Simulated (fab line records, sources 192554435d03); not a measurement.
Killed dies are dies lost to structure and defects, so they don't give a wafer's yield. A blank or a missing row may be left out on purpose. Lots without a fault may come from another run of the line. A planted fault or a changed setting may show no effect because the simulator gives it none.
Which tool did it? | flow n5_finfet | 9 lots, 27 wafers sampled, at 5 steps of a route of 1938

WHAT THE GAUGES READ, wafer by wafer
N5_BEOL_M4_RC_MEAS_101.
lot  | measured     | on        | DIBL_N (mV/V)  | DIBL_P (mV/V)  | IOFF_N (nA/um)    | IOFF_P (nA/um)    | ION_N (uA/um) | ION_P (uA/um) | SS_N (mV/dec)  | SS_P (mV/dec)  | VT_N (mV)         | VT_P (mV)
L280 | day 8 02:04  | prober-02 | 34.0 33.7 33.8 | 33.8 33.7 33.5 | 0.133 0.128 0.129 | 0.171 0.170 0.167 | 662 672 662   | 449 464 456   | 71.7 71.9 71.2 | 72.9 73.1 72.6 | 250.9 254.0 252.7 | -255.2 -254.0 -255.0
L281 | day 8 02:34  | prober-01 | 36.8 36.0 37.6 | 37.7 36.4 38.3 | 0.168 0.146 0.165 | 0.185 0.172 0.184 | 678 662 676   | 452 452 448   | 72.2 71.3 72.1 | 73.7 73.7 73.5 | 250.7 251.7 250.3 | -254.7 -253.2 -254.9
L282 | day 8 21:16  | prober-02 | 37.6 38.4 35.2 | 37.2 38.5 34.9 | 0.164 0.181 0.134 | 0.216 0.235 0.184 | 681 684 681   | 468 468 466   | 71.6 72.1 71.5 | 73.5 73.9 73.4 | 250.3 248.3 252.3 | -249.2 -249.2 -253.5
L283 | day 8 19:33  | prober-01 | 36.1 35.2 34.5 | 37.1 35.6 35.4 | 0.179 0.158 0.144 | 0.224 0.199 0.200 | 685 682 669   | 463 461 465   | 71.1 71.2 71.1 | 73.4 73.2 73.5 | 247.2 248.8 252.7 | -246.5 -250.6 -250.5
L285 | day 9 07:28  | prober-01 | 35.4 35.2 35.4 | 36.4 35.5 35.7 | 0.151 0.139 0.148 | 0.208 0.184 0.198 | 685 677 682   | 468 469 468   | 71.1 70.6 70.8 | 72.7 72.9 73.3 | 248.3 251.0 248.4 | -249.7 -249.0 -248.4
L292 | day 11 16:36 | prober-01 | 33.0 33.6 33.6 | 32.9 33.8 32.6 | 0.126 0.131 0.121 | 0.166 0.181 0.159 | 678 664 672   | 465 459 460   | 71.3 71.1 71.3 | 73.2 73.5 72.8 | 251.7 251.3 254.9 | -253.4 -254.1 -254.6
L295 | day 11 22:54 | prober-01 | 36.7 37.5 35.5 | 38.5 40.4 37.5 | 0.165 0.185 0.140 | 0.205 0.235 0.195 | 672 682 654   | 457 459 449   | 72.0 71.9 71.7 | 73.8 74.1 73.5 | 250.8 251.0 254.2 | -254.0 -249.4 -251.7
L300 | day 13 05:51 | prober-01 | 36.3 36.2 37.9 | 37.0 36.7 38.0 | 0.169 0.165 0.194 | 0.199 0.196 0.216 | 683 672 690   | 464 453 465   | 71.6 71.1 71.3 | 73.0 73.2 73.8 | 247.2 248.2 245.6 | -252.2 -250.7 -248.9
L302 | day 14 10:37 | prober-01 | 35.0 35.0 35.9 | 35.5 36.1 36.4 | 0.129 0.136 0.141 | 0.156 0.168 0.169 | 667 678 677   | 456 460 462   | 71.1 71.8 72.3 | 73.3 72.9 73.3 | 251.5 249.9 250.5 | -255.6 -253.4 -256.6

WHICH TOOL RAN EACH LOT (tool, then ch and the chambers of the sampled wafers, then the start)
lot  | N5_DUMMY_GATE_ETCH_37             | N5_DUMMY_GATE_HM_OPEN_21          | N5_DUMMY_GATE_ETCH_44           | N5_DUMMY_GATE_ETCH_42
L280 | rie_diel-04 ch 0,1, day 3 05:01   | rie_diel-04 ch 0,1, day 3 05:25   | rie_si-04 ch 0,1,3, day 3 05:40 | rie_diel-04 ch 0,3, day 3 05:50
L281 | rie_diel-04 ch 0,3, day 3 12:28   | rie_diel-03 ch 2,3, day 3 12:50   | rie_si-04 ch 0,3, day 3 13:05   | rie_diel-03 ch 0,2, day 3 13:15
L282 | rie_diel-04 ch 0,1,3, day 3 19:21 | rie_diel-05 ch 0,2,3, day 3 19:49 | rie_si-04 ch 0,2,3, day 3 20:04 | rie_diel-05 ch 0,2, day 3 20:19
L283 | rie_diel-03 ch 0,2,3, day 3 22:34 | rie_diel-04 ch 0,1, day 3 22:56   | rie_si-02 ch 0,2, day 3 23:11   | rie_diel-03 ch 2,3, day 3 23:21
L285 | rie_diel-05 ch 1,2,3, day 4 09:53 | rie_diel-05 ch 1,2,3, day 4 10:25 | rie_si-04 ch 1,2,3, day 4 10:40 | rie_diel-04 ch 0,1,2, day 4 10:49
L292 | rie_diel-03 ch 0,1, day 6 05:24   | rie_diel-04 ch 2,3, day 6 05:46   | rie_si-04 ch 0,2,3, day 6 06:01 | rie_diel-04 ch 0,1,2, day 6 06:43
L295 | rie_diel-05 ch 0,1,2, day 6 22:35 | rie_diel-03 ch 0,1,3, day 6 23:17 | rie_si-05 ch 2,3, day 6 23:35   | rie_diel-03 ch 0,3, day 6 23:47
L300 | rie_diel-04 ch 1,2, day 8 05:18   | rie_diel-03 ch 0,2,3, day 8 05:40 | rie_si-05 ch 1,2, day 8 05:55   | rie_diel-03 ch 0,2,3, day 8 06:05
L302 | rie_diel-05 ch 1,2,3, day 8 15:58 | rie_diel-05 ch 0,1,3, day 8 16:20 | rie_si-04 ch 0,1,3, day 8 16:35 | rie_diel-04 ch 0,1, day 8 16:45
- N5_DUMMY_GATE_ETCH_37: etches SOC in N2/H2, target depth 60 nm, overetch 30 nm.
- N5_DUMMY_GATE_HM_OPEN_21: chemistry CH3F/O2, target SiNx, target depth 120 nm, time 171.4 s.
- N5_DUMMY_GATE_ETCH_44: etches poly-Si in HBr/O2, stops on SiO2, target depth 127.5 nm.
- N5_DUMMY_GATE_ETCH_42: etches SiO2 in CHF3/O2, target depth 3.5 nm, time 31 s.

WHAT THE TOOLS THEMSELVES READ (means of the sampled wafers that have a number; where no wafer has one, the mark that the record gives instead)
N5_DUMMY_GATE_ETCH_37.
lot  | tool        | drypump_motor_current_A (A) | oes_product_au (a.u.) | rf_vpp_V (V) | showerhead_plenum_p_Torr (Torr) | throttle_valve_pct (%)
L280 | rie_diel-04 | 5.9                         | 0.66                  | 526.4        | 2.61                            | 17.84
L281 | rie_diel-04 | 5.8                         | 0.67                  | 527.6        | 2.66                            | 17.64
L282 | rie_diel-04 | 6.0                         | 0.64                  | 525.4        | 2.61                            | 17.77
L283 | rie_diel-03 | 5.8                         | 0.59                  | 524.3        | 2.53                            | 17.75
L285 | rie_diel-05 | 5.7                         | 0.64                  | 527.2        | 2.67                            | 17.88
L292 | rie_diel-03 | 6.3                         | 0.64                  | 523.6        | 2.51                            | 17.78
L295 | rie_diel-05 | 5.6                         | 0.60                  | 525.5        | 2.62                            | 18.00
L300 | rie_diel-04 | 6.4                         | 0.59                  | 523.1        | 2.54                            | 17.92
L302 | rie_diel-05 | 5.7                         | 0.61                  | 526.8        | 2.65                            | 17.92

N5_DUMMY_GATE_HM_OPEN_21.
lot  | tool        | drypump_motor_current_A (A) | oes_product_au (a.u.) | rf_vpp_V (V) | showerhead_plenum_p_Torr (Torr) | throttle_valve_pct (%)
L280 | rie_diel-04 | 5.6                         | 0.87                  | 300.7        | 2.11                            | 16.29
L281 | rie_diel-03 | 5.5                         | 0.75                  | 299.9        | 2.02                            | 16.37
L282 | rie_diel-05 | 5.5                         | 0.84                  | 300.0        | 2.10                            | 16.53
L283 | rie_diel-04 | 5.7                         | 0.86                  | 300.9        | 2.10                            | 16.30
L285 | rie_diel-05 | 5.7                         | 0.80                  | 299.5        | 2.12                            | 16.49
L292 | rie_diel-04 | 6.4                         | 0.73                  | 297.2        | 2.02                            | 16.41
L295 | rie_diel-03 | 6.0                         | 0.78                  | 301.0        | 1.99                            | 16.43
L300 | rie_diel-03 | 5.8                         | 0.73                  | 300.9        | 2.00                            | 16.48
L302 | rie_diel-05 | 5.6                         | 0.80                  | 299.0        | 2.10                            | 16.55

N5_DUMMY_GATE_ETCH_44.
lot  | tool      | drypump_motor_current_A (A) | oes_product_au (a.u.) | throttle_valve_pct (%)
L280 | rie_si-04 | 5.4                         | 0.737                 | 18.76
L281 | rie_si-04 | 5.5                         | 0.737                 | 18.77
L282 | rie_si-04 | 5.5                         | 0.736                 | 18.65
L283 | rie_si-02 | 6.2                         | 0.735                 | 18.66
L285 | rie_si-04 | 5.4                         | 0.668                 | 18.74
L292 | rie_si-04 | 5.5                         | 0.671                 | 18.66
L295 | rie_si-05 | 5.3                         | 0.742                 | 18.68
L300 | rie_si-05 | 5.8                         | 0.734                 | 18.57
L302 | rie_si-04 | 5.4                         | 0.739                 | 18.76

N5_DUMMY_GATE_ETCH_42.
lot  | tool        | drypump_motor_current_A (A) | oes_product_au (a.u.) | rf_vpp_V (V) | showerhead_plenum_p_Torr (Torr) | throttle_valve_pct (%)
L280 | rie_diel-04 | 5.8                         | 0.86                  | 42.9         | 2.51                            | 18.56
L281 | rie_diel-03 | 5.8                         | 0.77                  | 42.5         | 2.40                            | 18.62
L282 | rie_diel-05 | 5.5                         | 0.78                  | 42.7         | 2.48                            | 18.95
L283 | rie_diel-03 | 5.5                         | 0.74                  | 43.0         | 2.40                            | 18.77
L285 | rie_diel-04 | 6.0                         | 0.81                  | 41.9         | 2.46                            | 18.67
L292 | rie_diel-04 | 6.0                         | 0.79                  | 42.1         | 2.45                            | 18.70
L295 | rie_diel-03 | 6.1                         | 0.73                  | 42.1         | 2.38                            | 18.82
L300 | rie_diel-03 | 5.8                         | 0.73                  | 41.9         | 2.39                            | 18.77
L302 | rie_diel-04 | 5.9                         | 0.78                  | 41.8         | 2.45                            | 18.83

THE ANSWER, worked out from the rows above alone
Rule: what is usual is taken from the lots themselves. Put in order of their means at a reading, lots are off if they are a third of the lots or fewer, leave a main group of 4 or more, and stand apart from it by a gap of 3 or more times the standard deviation of the main group's means; of several such gaps the widest counts. A main group whose means are all the same, to the digits that the tables above print for the reading, isn't used. A lot without any number at a reading at which 4 lots or more have one is off too. The other lots that the step has rows for count as sound. The gauges are gone through in route order, then the tools' own readings, and for those a lot's mean is taken as printed above. The first step at which some lot is off is used, and at that step the reading that is off furthest; a lot without a number counts as furthest.
Off: L285, L292, at N5_DUMMY_GATE_ETCH_44 (oes_product_au). The main group: mean 0.737 a.u., standard deviation 0.0025.
A tool fits if, at that step or a process step before it, it ran every lot that is off, and no sound lot after the first of them. None of those tried fits.

WHAT THE SIMULATOR HAD PUT IN
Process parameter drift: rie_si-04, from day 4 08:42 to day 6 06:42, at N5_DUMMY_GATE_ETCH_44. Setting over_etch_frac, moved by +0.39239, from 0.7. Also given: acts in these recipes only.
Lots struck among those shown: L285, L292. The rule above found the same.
